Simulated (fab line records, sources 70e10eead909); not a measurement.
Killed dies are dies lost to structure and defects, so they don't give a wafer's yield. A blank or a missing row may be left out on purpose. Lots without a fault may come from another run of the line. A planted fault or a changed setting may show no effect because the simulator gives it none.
A struck lot beside a sound one | flow nand_harc | 11 steps out of a route of 1159
Sound: wafers L387.1, L387.5, L387.6. Struck: wafers L393.2, L393.4, L393.5. The cause comes at the end.
At each step with rows: each side's tool, then ch and its chambers, then its first start. Under that, the readings that differ: sound wafers | struck wafers | difference of the means | sigmas: that difference in standard deviations of wafers without a fault.
alike: readings whose means differ by less than 2 such deviations, and words and numbers that are the same on both sides. not compared: withheld readings, readings that some wafer has no value for, bounds like >300 that may hide the same value, and numbers for which the record gives no deviation and whose values overlap.
The two part at a step that has a row with sigmas, a row that says differs or no value, or rows on one side only. Numbers that don't overlap but have no deviation are shown without sigmas and don't part them. A reading that every wafer of one side lacks parts them only if that side has two wafers or more.

first, 1 step without rows for these wafers: NHARC_A_WL_FILL_CVD_23 (deposits poly-Si, target thk 40 nm, time 800 s).
NHARC_A_WL_FILL_ETCHBACK_26: etches the open film in HBr, target depth 52 nm, time 13.3 s.
  sound on rie_si-06 ch 0,1, day 17 00:37; struck on rie_si-03 ch 0,1,2, day 18 21:19
  alike: drypump_motor_current_A, oes_product_au, throttle_valve_pct
  not compared: rf_hours_counter_h
then, 2 steps without rows for these wafers: NHARC_A_WL_FILL_PRECLEAN_30 (cleans in dHF, time 10 s); NHARC_A_WL_FILL_SRD_14.
NHARC_A_WL_FILL_ALD_19: deposits TiN, target thk 2 nm, pulse time 3 s, ald cycles 100.
  sound on ald_metal-04 ch 0,1,3, day 17 00:55; struck on ald_metal-03 ch 0,1,3, day 18 21:36
  reading            | sound          | struck         | difference | sigmas
  heater_power_w (W) | 1270 1411 1195 | 1047 1041 1038 | -250       | -3
  alike: precursor_pulse_height_rel
NHARC_A_WL_FILL_CVD_20: deposits W, target thk 75 nm, time 5064 s.
  sound on cvd_w-01 ch 0,1; struck on cvd_w-02 ch 0,1
  reading            | sound          | struck         | difference | sigmas
  mfc_h2_sccm (sccm) | 1602 1607 1605 | 1594 1591 1600 | -10        | -2
  alike: heater_power_w, throttle_valve_pct
NHARC_A_WL_FILL_CMP_12: polishes, t overpolish 30 s, target thk 75 nm.
  sound on cmp-03 ch 0,3, day 17 06:08; struck on cmp-03 ch 0,3, day 19 02:50
  alike: edge_zone_pressure_frac, motor_current_A, overpolish_run_s, time_to_endpoint_s
  not compared: pad_life_wafers
then, 1 step without rows for these wafers: NHARC_A_WL_FILL_SRD_31.
NHARC_A_WL_FILL_INSPECT_15:
  sound on defect_inspect-02, day 17 06:37; struck on defect_inspect-01, day 19 03:19
  alike: raw_defect_count
NHARC_A_CONTACT_DEP_24: deposits SiO2, target thk 500 nm.
  sound on pecvd-02 ch 0,2, day 17 06:48; struck on pecvd-02 ch 0,2, day 19 04:02
  alike: flow_sccm, heater_power_w, mfc_precursor_sccm, showerhead_vpp_V, throttle_valve_pct
-- the record jumps here: 4 days lie between the struck wafers' starts before and after (it left off in module A_CONTACT and takes up again in module END, whose first step shown is number 1159 of the route) --
NHARC_END_SORT_01:
  sound on prober-02 ch 0, day 20 10:07; struck on prober-01 ch 0, day 22 23:05
  alike: killed_at_array, killed_at_other, killed_at_periphery, killed_dies, killed_open, killed_short

WHERE THEY PART
First at NHARC_A_WL_FILL_ALD_19; last, within this record, at NHARC_A_WL_FILL_CVD_20. Later steps at which nothing parts them and some readings are alike: NHARC_A_WL_FILL_CMP_12, NHARC_A_WL_FILL_INSPECT_15, NHARC_A_CONTACT_DEP_24, NHARC_END_SORT_01.

WHY: what the simulator had put in
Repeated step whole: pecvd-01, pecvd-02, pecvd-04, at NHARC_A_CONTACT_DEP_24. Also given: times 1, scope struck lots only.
